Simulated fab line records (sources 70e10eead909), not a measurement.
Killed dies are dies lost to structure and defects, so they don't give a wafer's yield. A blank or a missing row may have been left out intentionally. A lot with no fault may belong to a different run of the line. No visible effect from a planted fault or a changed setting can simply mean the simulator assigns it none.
Matching of chambers	flow nand-harc	NHARC_A_CHANNEL_HOLE_D2_DESCUM_15 on rie-diel-05: 4 sister chambers
The step chemistry O2, time 3 s. 16 wafers are shown with their chamber, then 8 later ones without.

== WAFERS WITH THEIR CHAMBER ==
wafer	chamber	drypump-motor-current-A (A)	oes-product-au (a.u.)	rf-vpp-V (V)
L083.1	1	5.2	0.980	58.1
L083.2	3	6.4	1.007	58.3
L083.6	1	5.2	0.975	58.7
L084.3	1	5.3	0.978	58.4
L084.4	3	6.4	1.010	55.6
L084.5	3	6.4	1.010	57.1
L085.2	1	5.2	0.985	56.0
L085.4	0	6.5	0.997	56.5
L085.6	1	5.2	0.990	58.4
L087.1	0	6.5	1.035	57.2
L087.3	2	5.8	1.000	57.8
L087.4	1	5.2	1.010	58.5
L091.3	3	6.4	0.986	56.9
L091.5	1	5.2	1.015	58.1
L091.6	0	6.5	1.013	57.3
L094.1	2	5.8	1.000	57.7

SIGNATURES (averages over the wafers above)
reading	chamber 0	chamber 1	chamber 2	chamber 3	scatter within a chamber
drypump-motor-current-A	6.500	5.214	5.800	6.400	0.0267
oes-product-au	1.01500	0.99043	1.00000	1.00325	0.0149
rf-vpp-V	57.000	58.029	57.750	56.975	0.872
Rule: a wafer's distance from a chamber is the root of the sum, over the readings, of the square of ((its reading less the chamber's mean) divided by the reading's scatter). The wafer belongs to the nearest chamber; if the next one is less than 2 further off, it can't be placed. How the scatter is found: for the shown wafers, subtract from each reading the mean of its chamber, square and add these, divide the total by (wafers less chambers), then take the root.

== WAFERS MISSING THEIR CHAMBER ==
wafer	drypump-motor-current-A (A)	oes-product-au (a.u.)	rf-vpp-V (V)
L094.2	6.5	1.010	56.3
L094.5	6.4	0.993	57.3
L096.2	6.5	1.015	56.8
L096.3	6.4	0.987	58.0
L096.4	5.2	1.019	56.7
L097.1	5.2	1.035	58.7
L097.3	6.4	1.000	57.6
L097.6	6.4	1.006	58.5

== WHICH CHAMBER EACH WENT THROUGH ==
wafer	from the rows above	in truth
L094.2	0	0
L094.5	3	3
L096.2	0	0
L096.3	3	3
L096.4	1	1
L097.1	1	1
L097.3	3	3
L097.6	3	3
Placed correctly: 8 of 8. Not placeable from these rows: 0. Placed wrongly: 0.
